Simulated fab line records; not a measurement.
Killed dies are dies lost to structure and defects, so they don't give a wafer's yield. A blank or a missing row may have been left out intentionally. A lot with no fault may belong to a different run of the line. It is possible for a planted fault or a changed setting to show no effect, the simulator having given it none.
fab line records	flow nand-harc
record lots=24	wafers=72	last-day=33
route steps=1302 shown P_M0@264 P_M1@296 P_BONDPAD@364
lots with no fault: from the same line, run without faults
start-h: the number of hours between the record's first day and the start of the first shown wafer of the lot	wait-h: hours from the lot's prior step to this one	" same as the row above	L1.1+2: a single row standing in for several wafers	- value missing, or start not given	* or withheld: withheld	< > ~ a bound
route shown NAME@n: NAME is a module with steps in the file, n the number in the route of the first one	usual: mean/standard deviation taken from wafers without a fault	same: alike in all rows	chamber/n: place in a boat	sites: the reading at each site	_std_site: the standard deviation of these	_edge_site: outer sites' mean less inner sites'	radius-mm: for every site, how far away it sits from the centre of the wafer	mask NAME#n: copy n	behind: the last tool/chamber to shape the wafer	hold: reason for holding the lot/hours on hold/outcome of the hold	device: whichever transistor did not switch (one of n, p or np)	end of line: tests run on the same wafers once the route is complete	step lacking rows: just its recipe	killed: at the first sort, the dies lost to defects and structure; wafer yield is something else	map: shows each die of a wafer: x if killed, . if not, _ if none is there
set.NAME: the run value of the setting; set.NAME@STEP: its run value at that earlier step	model.NAME: the simulator's own value behind a step, which no gauge read
steps of the route over a sample of lots; a table a step, a row a wafer
services: when a tool's chamber went out of use (start-h, in hours from the record's first day, below 0 if earlier), for how many hours, and the reason
## steps
# step NHARC_P_M0_OVL_MEAS_10
# recipe pitch-nm=180
# usual overlay-x-nm=-0.2/0.85	overlay-y-nm=-0.2/0.69
lot.wafer	tool	chamber	start-h	wait-h	overlay-x-nm	overlay-y-nm
L074.3	overlay-02	-	131.01	-	-0.6	0.2
L074.5	"	-	"	"	-0.4	-0.2
L074.6	"	-	"	"	-0.5	0.2
L075.2	overlay-01	-	133.34	-	1.1	0.0
L075.3	"	-	"	"	0.6	-0.1
L075.6	"	-	"	"	0.4	-0.1
L076.1	overlay-02	-	141.16	-	0.4	-0.3
L076.4	"	-	"	"	0.6	0.3
L076.6	"	-	"	"	0.3	0.1
L077.1	overlay-01	-	149.79	-	-1.0	-0.2
L077.3	"	-	"	"	-1.2	-1.0
L077.6	"	-	"	"	-1.1	-0.4
L078.3	overlay-02	-	159.64	-	-0.2	1.3
L078.4	"	-	"	"	-0.6	1.8
L078.5	"	-	"	"	0.6	0.9
L079.3	overlay-02	-	179.23	-	1.5	-0.8
L079.4	"	-	"	"	1.1	-0.9
L079.6	"	-	"	"	1.5	-0.4
L080.1	overlay-01	-	183.43	-	0.0	-0.4
L080.2	"	-	"	"	0.2	-0.3
L080.3	"	-	"	"	1.0	0.2
L081.2	overlay-01	-	190.26	-	-1.9	0.1
L081.3	"	-	"	"	-2.0	0.5
L081.6	"	-	"	"	-2.0	1.2
L082.2	overlay-02	-	206.31	-	-0.3	-0.6
L082.3	"	-	"	"	-0.8	-0.3
L082.4	"	-	"	"	-0.8	-0.4
L083.1	overlay-02	-	215.18	-	-1.5	0.0
L083.2	"	-	"	"	-2.0	0.1
L083.3	"	-	"	"	-1.9	-0.8
L084.1	overlay-02	-	225.70	-	-0.9	-0.9
L084.2	"	-	"	"	-1.3	-0.7
L084.5	"	-	"	"	-1.2	-0.8
L085.1	overlay-01	-	232.24	-	0.5	0.1
L085.3	"	-	"	"	0.6	0.3
L085.4	"	-	"	"	0.7	0.2
L086.2	overlay-01	-	238.06	-	-0.4	0.7
L086.3	"	-	"	"	-1.2	-0.4
L086.5	"	-	"	"	-0.7	0.2
L087.2	overlay-01	-	248.93	-	-0.1	-1.3
L087.4	"	-	"	"	-0.2	-1.2
L087.5	"	-	"	"	0.4	-1.1
L088.1	overlay-02	-	266.55	-	0.2	0.8
L088.2	"	-	"	"	0.2	0.8
L088.6	"	-	"	"	0.1	0.0
L089.2	overlay-02	-	278.84	-	0.6	0.5
L089.5	"	-	"	"	0.8	0.3
L089.6	"	-	"	"	1.1	0.2
L090.2	overlay-01	-	286.26	-	-1.1	-0.5
L090.5	"	-	"	"	-0.9	-0.3
L090.6	"	-	"	"	-0.6	-0.1
L091.1	overlay-01	-	290.18	-	-0.3	-1.5
L091.5	"	-	"	"	0.0	-1.3
L091.6	"	-	"	"	-0.6	-0.5
L092.2	overlay-01	-	301.42	-	-0.9	-0.2
L092.3	"	-	"	"	-0.6	0.2
L092.4	"	-	"	"	-0.7	0.0
L093.1	overlay-01	-	311.80	-	0.5	0.1
L093.4	"	-	"	"	-0.1	0.0
L093.6	"	-	"	"	0.1	0.4
L094.2	overlay-01	-	319.66	-	-0.5	-0.9
L094.3	"	-	"	"	-0.1	-0.8
L094.6	"	-	"	"	-0.2	-0.8
L095.1	overlay-01	-	328.94	-	1.1	0.3
L095.2	"	-	"	"	0.5	0.8
L095.4	"	-	"	"	0.4	0.7
L096.1	overlay-01	-	339.45	-	0.1	-1.3
L096.2	"	-	"	"	-0.2	-1.5
L096.6	"	-	"	"	-0.1	-2.2
L097.1	overlay-01	-	353.30	-	0.8	0.4
L097.2	"	-	"	"	0.7	-0.3
L097.5	"	-	"	"	0.5	0.0
# step NHARC_P_M0_CMP_23
# recipe t-overpolish-s=20	target-thk-nm=117.54
# usual motor-current-A=11.3/1.3	time-to-endpoint-s=28.8/2.8
lot.wafer	tool	chamber	start-h	wait-h	motor-current-A	time-to-endpoint-s
L074.3	cmp-04	3	133.16	-	10.6	27.0
L074.6	"	1	"	"	11.9	27.3
L074.5	"	2	"	"	14.5	24.3
L075.2	cmp-01	3	135.50	-	10.7	32.6
L075.3	"	0	"	"	9.6	29.6
L075.6	"	1	"	"	9.5	28.7
L076.1	cmp-01	2	143.27	-	11.3	35.8
L076.4	"	0	"	"	9.3	28.3
L076.6	"	3	"	"	10.8	32.4
L077.1	cmp-01	2	152.06	-	11.0	34.6
L077.3	"	3	"	"	10.7	30.2
L077.6	"	3	"	"	10.7	30.5
L078.4	cmp-03	1	161.81	-	13.2	29.6
L078.3	"	3	"	"	12.0	32.9
L078.5	"	0	"	"	12.1	30.3
L079.4	cmp-01	0	181.67	-	10.0	27.3
L079.3	"	1	"	"	9.7	26.2
L079.6	"	0	"	"	9.5	27.1
L080.1	cmp-03	0	185.57	-	12.8	32.6
L080.2	"	1	"	"	13.3	29.2
L080.3	"	2	"	"	11.6	27.1
L081.2	cmp-01	1	192.36	-	9.7	24.5
L081.3	"	0	"	"	9.7	23.6
L081.6	"	1	"	"	9.8	22.9
L082.2	cmp-04	1	208.44	-	11.7	27.0
L082.3	"	2	"	"	14.2	24.0
L082.4	"	3	"	"	10.4	23.6
L083.1	cmp-01	2	217.65	-	11.0	31.3
L083.2	"	3	"	"	10.7	29.0
L083.3	"	0	"	"	9.2	27.9
L084.1	cmp-03	0	227.84	-	11.2	29.3
L084.2	"	1	"	"	12.8	27.2
L084.5	"	0	"	"	12.1	28.5
L085.3	cmp-01	2	234.39	-	11.0	29.4
L085.4	"	3	"	"	10.5	30.0
L085.1	"	0	"	"	9.5	29.0
L086.3	cmp-01	3	240.19	-	11.2	31.5
L086.2	"	0	"	"	9.4	28.0
L086.5	"	2	"	"	11.2	33.5
L087.4	cmp-04	2	251.43	-	13.8	24.3
L087.2	"	3	"	"	11.0	26.0
L087.5	"	2	"	"	13.8	25.8
L088.2	cmp-03	0	268.81	-	12.5	32.1
L088.1	"	3	"	"	11.3	30.7
L088.6	"	1	"	"	12.9	28.5
L089.2	cmp-01	2	280.95	-	11.2	35.4
L089.6	"	1	"	"	10.1	27.7
L089.5	"	2	"	"	10.5	35.6
L090.2	cmp-03	0	288.35	-	12.7	26.9
L090.5	"	0	"	"	12.3	27.5
L090.6	"	1	"	"	13.0	25.3
L091.1	cmp-03	3	292.29	-	11.8	29.9
L091.6	"	2	"	"	11.6	24.6
L091.5	"	3	"	"	12.0	27.7
L092.4	cmp-01	0	303.90	-	9.6	29.8
L092.2	"	2	"	"	10.5	34.0
L092.3	"	3	"	"	10.3	29.3
L093.1	cmp-03	0	313.91	-	12.3	30.9
L093.4	"	1	"	"	12.7	27.4
L093.6	"	0	"	"	12.2	31.9
L094.3	cmp-01	0	321.81	-	9.6	30.3
L094.2	"	1	"	"	10.0	28.2
L094.6	"	0	"	"	9.7	28.6
L095.2	cmp-04	1	331.07	-	12.0	28.9
L095.1	"	2	"	"	14.5	23.6
L095.4	"	3	"	"	10.3	22.2
L096.2	cmp-04	1	341.58	-	11.6	29.2
L096.1	"	2	"	"	14.0	29.2
L096.6	"	1	"	"	11.5	32.0
L097.1	cmp-04	2	355.45	-	14.0	28.1
L097.2	"	0	"	"	11.7	28.5
L097.5	"	2	"	"	14.8	28.6
# step NHARC_P_M0_INSPECT_27
# usual raw-defect-count=280/110
lot.wafer	tool	chamber	start-h	wait-h	raw-defect-count
L074.3	defect-inspect-01	-	133.58	0.0	192
L074.5	"	-	"	"	189
L074.6	"	-	"	"	388
L075.2	defect-inspect-02	-	135.91	0.0	124
L075.3	"	-	"	"	307
L075.6	"	-	"	"	320
L076.1	defect-inspect-02	-	143.75	0.0	365
L076.4	"	-	"	"	412
L076.6	"	-	"	"	340
L077.1	defect-inspect-02	-	152.53	0.0	363
L077.3	"	-	"	"	333
L077.6	"	-	"	"	342
L078.3	defect-inspect-01	-	162.26	0.0	283
L078.4	"	-	"	"	523
L078.5	"	-	"	"	423
L079.3	defect-inspect-02	-	182.14	0.0	301
L079.4	"	-	"	"	376
L079.6	"	-	"	"	280
L080.1	defect-inspect-01	-	186.04	0.0	237
L080.2	"	-	"	"	337
L080.3	"	-	"	"	481
L081.2	defect-inspect-02	-	192.83	0.0	178
L081.3	"	-	"	"	242
L081.6	"	-	"	"	140
L082.2	defect-inspect-01	-	208.88	0.0	265
L082.3	"	-	"	"	195
L082.4	"	-	"	"	300
L083.1	defect-inspect-01	-	218.12	0.0	185
L083.2	"	-	"	"	98
L083.3	"	-	"	"	167
L084.1	defect-inspect-02	-	228.29	0.0	187
L084.2	"	-	"	"	258
L084.5	"	-	"	"	230
L085.1	defect-inspect-01	-	234.83	0.0	312
L085.3	"	-	"	"	270
L085.4	"	-	"	"	216
L086.2	defect-inspect-01	-	240.67	0.0	118
L086.3	"	-	"	"	170
L086.5	"	-	"	"	147
L087.2	defect-inspect-01	-	251.89	0.0	201
L087.4	"	-	"	"	533
L087.5	"	-	"	"	297
L088.1	defect-inspect-01	-	269.28	0.0	295
L088.2	"	-	"	"	195
L088.6	"	-	"	"	269
L089.2	defect-inspect-02	-	281.39	0.0	235
L089.5	"	-	"	"	370
L089.6	"	-	"	"	302
L090.2	defect-inspect-02	-	288.82	0.0	342
L090.5	"	-	"	"	207
L090.6	"	-	"	"	268
L091.1	defect-inspect-02	-	292.73	0.0	188
L091.5	"	-	"	"	466
L091.6	"	-	"	"	283
L092.2	defect-inspect-02	-	304.37	0.0	305
L092.3	"	-	"	"	492
L092.4	"	-	"	"	512
L093.1	defect-inspect-01	-	314.38	0.0	241
L093.4	"	-	"	"	276
L093.6	"	-	"	"	272
L094.2	defect-inspect-02	-	322.29	0.0	133
L094.3	"	-	"	"	135
L094.6	"	-	"	"	215
L095.1	defect-inspect-01	-	331.51	0.0	350
L095.2	"	-	"	"	342
L095.4	"	-	"	"	232
L096.1	defect-inspect-02	-	342.03	0.0	343
L096.2	"	-	"	"	350
L096.6	"	-	"	"	471
L097.1	defect-inspect-01	-	355.92	0.0	194
L097.2	"	-	"	"	199
L097.5	"	-	"	"	190
# step NHARC_P_M1_OVL_MEAS_10
# recipe pitch-nm=260
# usual overlay-x-nm=-0.2/0.77	overlay-y-nm=-0.1/0.67
lot.wafer	tool	chamber	start-h	wait-h	overlay-x-nm	overlay-y-nm
L074.3	overlay-02	-	134.93	-	-1.6	-0.5
L074.5	"	-	"	"	-1.2	-1.0
L074.6	"	-	"	"	-0.8	-1.4
L075.2	overlay-01	-	137.39	-	0.3	-0.3
L075.3	"	-	"	"	0.2	-0.2
L075.6	"	-	"	"	-0.3	-0.3
L076.1	overlay-02	-	145.21	-	0.3	-0.7
L076.4	"	-	"	"	0.9	-0.3
L076.6	"	-	"	"	0.5	-0.6
L077.1	overlay-02	-	153.88	-	-0.9	0.4
L077.3	"	-	"	"	-0.8	0.4
L077.6	"	-	"	"	-0.9	0.4
L078.3	overlay-01	-	163.61	-	-1.1	0.2
L078.4	"	-	"	"	-0.2	0.4
L078.5	"	-	"	"	-0.9	0.5
L079.3	overlay-02	-	183.60	-	-0.2	-0.1
L079.4	"	-	"	"	-0.6	0.2
L079.6	"	-	"	"	-0.5	0.2
L080.1	overlay-02	-	187.52	-	-0.5	1.3
L080.2	"	-	"	"	-0.5	0.7
L080.3	"	-	"	"	-0.8	1.5
L081.2	overlay-01	-	194.19	-	-0.9	-0.4
L081.3	"	-	"	"	-1.7	-0.6
L081.6	"	-	"	"	-1.3	-0.3
L082.2	overlay-02	-	210.37	-	0.1	-0.6
L082.3	"	-	"	"	0.2	-0.8
L082.4	"	-	"	"	0.7	-1.0
L083.1	overlay-02	-	219.49	-	-0.3	1.3
L083.2	"	-	"	"	0.0	0.9
L083.3	"	-	"	"	-0.7	1.2
L084.1	overlay-02	-	229.64	-	-2.0	0.5
L084.2	"	-	"	"	-1.9	0.1
L084.5	"	-	"	"	-2.0	0.8
L085.1	overlay-01	-	236.31	-	0.0	0.0
L085.3	"	-	"	"	0.3	0.3
L085.4	"	-	"	"	0.0	-0.5
L086.2	overlay-01	-	242.15	-	-0.3	-1.0
L086.3	"	-	"	"	-0.5	-1.6
L086.5	"	-	"	"	-0.5	-1.2
L087.2	overlay-02	-	253.38	-	0.2	-1.0
L087.4	"	-	"	"	0.5	-1.2
L087.5	"	-	"	"	0.1	-0.9
L088.1	overlay-01	-	270.94	-	0.9	-0.3
L088.2	"	-	"	"	1.3	-0.5
L088.6	"	-	"	"	0.8	-0.6
L089.2	overlay-01	-	282.87	-	1.2	-0.2
L089.5	"	-	"	"	1.5	-0.4
L089.6	"	-	"	"	1.1	-0.3
L090.2	overlay-02	-	290.31	-	-0.2	-1.1
L090.5	"	-	"	"	-0.2	-0.4
L090.6	"	-	"	"	0.1	-0.2
L091.1	overlay-01	-	294.09	-	0.7	-1.5
L091.5	"	-	"	"	0.5	-1.0
L091.6	"	-	"	"	0.4	-1.0
L092.2	overlay-02	-	305.85	-	-0.8	0.0
L092.3	"	-	"	"	-0.2	-0.1
L092.4	"	-	"	"	-0.4	0.4
L093.1	overlay-02	-	315.84	-	0.4	0.5
L093.4	"	-	"	"	1.2	0.6
L093.6	"	-	"	"	0.7	0.6
L094.2	overlay-02	-	324.00	-	0.1	0.7
L094.3	"	-	"	"	0.2	0.4
L094.6	"	-	"	"	-0.1	1.4
L095.1	overlay-02	-	333.00	-	0.4	0.1
L095.2	"	-	"	"	0.5	-0.6
L095.4	"	-	"	"	-0.4	-0.2
L096.1	overlay-01	-	343.51	-	-0.7	0.1
L096.2	"	-	"	"	0.0	-0.1
L096.6	"	-	"	"	-0.5	-0.1
L097.1	overlay-01	-	357.40	-	0.2	-0.5
L097.2	"	-	"	"	0.1	-0.2
L097.5	"	-	"	"	0.8	-0.4
# step NHARC_P_M1_PVD_21
# recipe target-thk-a=300	chamber-pressure-pa=5	power-w=5000	substrate-temp-c=30	time-s=20.49	material=Cu
# usual substrate-temp-c=30.02/0.11	throttle-valve-pct=30.3/1.1
# same time-s=20.49
lot.wafer	tool	chamber	start-h	wait-h	substrate-temp-c	throttle-valve-pct
L074.3	pvd-sputter-01	-	-	-	30.10	30.3
L074.5	"	-	"	"	30.01	30.1
L074.6	"	-	"	"	30.00	30.7
L075.3	pvd-sputter-02	-	-	-	29.84	30.1
L075.2	"	-	"	"	30.14	31.7
L075.6	"	-	"	"	29.88	30.1
L076.1	pvd-sputter-01	-	-	-	29.83	30.9
L076.4	"	-	"	"	29.89	30.3
L076.6	"	-	"	"	30.09	30.3
L077.3	pvd-sputter-01	-	-	-	30.07	30.9
L077.1	"	-	"	"	30.24	30.2
L077.6	"	-	"	"	30.04	30.2
L078.4	pvd-sputter-03	-	-	-	30.18	30.0
L078.3	"	-	"	"	30.18	29.0
L078.5	"	-	"	"	30.19	29.4
L079.3	pvd-sputter-03	-	-	-	30.07	29.0
L079.4	"	-	"	"	30.04	30.8
L079.6	"	-	"	"	30.01	31.0
L080.2	pvd-sputter-03	-	-	-	29.92	29.2
L080.3	"	-	"	"	30.01	29.8
L080.1	"	-	"	"	29.88	29.3
L081.3	pvd-sputter-01	-	-	-	30.09	28.5
L081.2	"	-	"	"	29.93	30.1
L081.6	"	-	"	"	30.05	30.1
L082.3	pvd-sputter-02	-	-	-	30.10	32.3
L082.2	"	-	"	"	30.00	29.8
L082.4	"	-	"	"	30.15	30.5
L083.1	pvd-sputter-02	-	-	-	30.12	30.1
L083.2	"	-	"	"	29.89	32.3
L083.3	"	-	"	"	29.96	31.6
L084.1	pvd-sputter-02	-	-	-	30.10	32.0
L084.2	"	-	"	"	30.02	30.3
L084.5	"	-	"	"	30.20	31.9
L085.1	pvd-sputter-01	-	-	-	30.13	30.4
L085.3	"	-	"	"	29.92	28.5
L085.4	"	-	"	"	30.07	31.4
L086.2	pvd-sputter-02	-	-	-	30.05	31.8
L086.3	"	-	"	"	30.09	30.1
L086.5	"	-	"	"	30.05	31.9
L087.2	pvd-sputter-02	-	-	-	29.89	29.7
L087.4	"	-	"	"	30.16	30.0
L087.5	"	-	"	"	29.84	31.8
L088.1	pvd-sputter-01	-	-	-	30.07	30.1
L088.2	"	-	"	"	30.06	28.7
L088.6	"	-	"	"	30.11	30.0
L089.2	pvd-sputter-01	-	-	-	29.99	30.8
L089.5	"	-	"	"	30.08	28.7
L089.6	"	-	"	"	30.00	29.9
L090.2	pvd-sputter-01	-	-	-	30.13	28.5
L090.6	"	-	"	"	29.97	28.6
L090.5	"	-	"	"	29.93	29.7
L091.1	pvd-sputter-01	-	-	-	29.93	30.9
L091.5	"	-	"	"	29.87	30.1
L091.6	"	-	"	"	29.96	28.8
L092.4	pvd-sputter-01	-	-	-	30.27	30.2
L092.2	"	-	"	"	30.18	30.2
L092.3	"	-	"	"	29.81	30.9
L093.4	pvd-sputter-01	-	-	-	30.03	28.7
L093.1	"	-	"	"	29.88	29.5
L093.6	"	-	"	"	29.92	30.5
L094.3	pvd-sputter-01	-	-	-	30.01	28.8
L094.2	"	-	"	"	29.93	29.9
L094.6	"	-	"	"	30.04	30.3
L095.2	pvd-sputter-01	-	-	-	29.92	29.9
L095.4	"	-	"	"	29.67	30.7
L095.1	"	-	"	"	30.13	28.5
L096.1	pvd-sputter-02	-	-	-	29.97	31.4
L096.2	"	-	"	"	29.78	30.7
L096.6	"	-	"	"	30.01	32.1
L097.2	pvd-sputter-01	-	-	-	30.10	30.2
L097.1	"	-	"	"	29.97	28.6
L097.5	"	-	"	"	29.94	31.0
# step NHARC_P_BONDPAD_CD_MEAS_09
# recipe target-cd-nm=500	landing-energy-ev=500
# usual cd-nm=500.1/1.8
# same landing-energy-ev=500
lot.wafer	tool	chamber	start-h	wait-h	cd-nm
L074.3	cd-sem-02	0	143.50	-	499.9
L074.5	"	0	"	"	494.3
L074.6	"	0	"	"	498.2
L075.2	cd-sem-02	0	146.11	-	501.4
L075.3	"	0	"	"	503.8
L075.6	"	0	"	"	501.5
L076.1	cd-sem-02	0	153.98	-	500.0
L076.4	"	0	"	"	497.7
L076.6	"	0	"	"	498.3
L077.1	cd-sem-02	0	162.31	-	502.5
L077.3	"	0	"	"	499.8
L077.6	"	0	"	"	500.9
L078.3	cd-sem-02	0	172.10	-	503.1
L078.4	"	0	"	"	502.3
L078.5	"	0	"	"	500.3
L079.3	cd-sem-02	0	192.41	-	500.7
L079.4	"	0	"	"	499.3
L079.6	"	0	"	"	500.1
L080.1	cd-sem-03	0	195.86	-	500.3
L080.2	"	0	"	"	496.8
L080.3	"	0	"	"	500.7
L081.2	cd-sem-02	0	202.92	-	499.2
L081.3	"	0	"	"	499.8
L081.6	"	0	"	"	502.0
L082.2	cd-sem-01	0	219.16	-	502.0
L082.3	"	0	"	"	500.0
L082.4	"	0	"	"	501.4
L083.1	cd-sem-01	0	227.87	-	501.0
L083.2	"	0	"	"	502.2
L083.3	"	0	"	"	499.8
L084.1	cd-sem-02	0	238.38	-	499.9
L084.2	"	0	"	"	500.1
L084.5	"	0	"	"	498.9
L085.1	cd-sem-02	0	245.06	-	499.1
L085.3	"	0	"	"	498.6
L085.4	"	0	"	"	499.1
L086.2	cd-sem-02	0	250.92	-	500.9
L086.3	"	0	"	"	500.5
L086.5	"	0	"	"	502.8
L087.2	cd-sem-03	0	261.83	-	497.1
L087.4	"	0	"	"	499.4
L087.5	"	0	"	"	496.3
L088.1	cd-sem-03	0	279.88	-	498.4
L088.2	"	0	"	"	501.2
L088.6	"	0	"	"	499.4
L089.2	cd-sem-03	0	291.52	-	499.4
L089.5	"	0	"	"	498.5
L089.6	"	0	"	"	502.7
L090.2	cd-sem-03	0	298.91	-	499.7
L090.5	"	0	"	"	502.3
L090.6	"	0	"	"	499.8
L091.1	cd-sem-01	0	303.30	-	499.3
L091.5	"	0	"	"	498.1
L091.6	"	0	"	"	502.1
L092.2	cd-sem-03	0	314.41	-	501.1
L092.3	"	0	"	"	500.8
L092.4	"	0	"	"	500.9
L093.1	cd-sem-02	0	325.00	-	503.1
L093.4	"	0	"	"	502.1
L093.6	"	0	"	"	501.6
L094.2	cd-sem-01	0	332.72	-	504.2
L094.3	"	0	"	"	503.8
L094.6	"	0	"	"	501.8
L095.1	cd-sem-02	0	341.50	-	499.5
L095.2	"	0	"	"	502.0
L095.4	"	0	"	"	497.9
L096.1	cd-sem-03	0	351.97	-	500.8
L096.2	"	0	"	"	503.0
L096.6	"	0	"	"	499.8
L097.1	cd-sem-01	0	365.82	-	500.1
L097.2	"	0	"	"	503.3
L097.5	"	0	"	"	501.4
## services
tool	chamber	start-h	hours	kind
cmp-04	-	111.00	4.0	pm
cmp-01	-	114.01	1.5	repair
cmp-04	-	137.38	0.9	repair
cmp-01	-	144.90	5.4	repair
cmp-04	-	151.65	0.7	repair
cmp-03	-	162.00	4.0	pm
cmp-01	-	163.05	0.9	repair
pvd-sputter-01	-	171.40	5.8	repair
cmp-01	-	185.97	1.0	repair
cmp-01	-	188.12	4.0	pm
pvd-sputter-02	-	198.26	3.9	repair
cmp-04	-	209.00	4.0	pm
cmp-03	-	217.35	2.0	repair
pvd-sputter-01	-	226.01	10.0	pm
pvd-sputter-01	-	240.16	9.6	repair
cmp-04	-	258.25	1.7	repair
cmp-03	-	260.00	4.0	pm
cmp-01	-	272.92	5.2	repair
cmp-03	-	276.08	1.1	repair
pvd-sputter-02	-	282.00	10.0	pm
cmp-01	-	286.12	4.0	pm
cmp-03	-	303.39	1.5	repair
cmp-01	-	330.59	1.3	repair
cmp-03	-	358.00	4.0	pm
## key
fault none
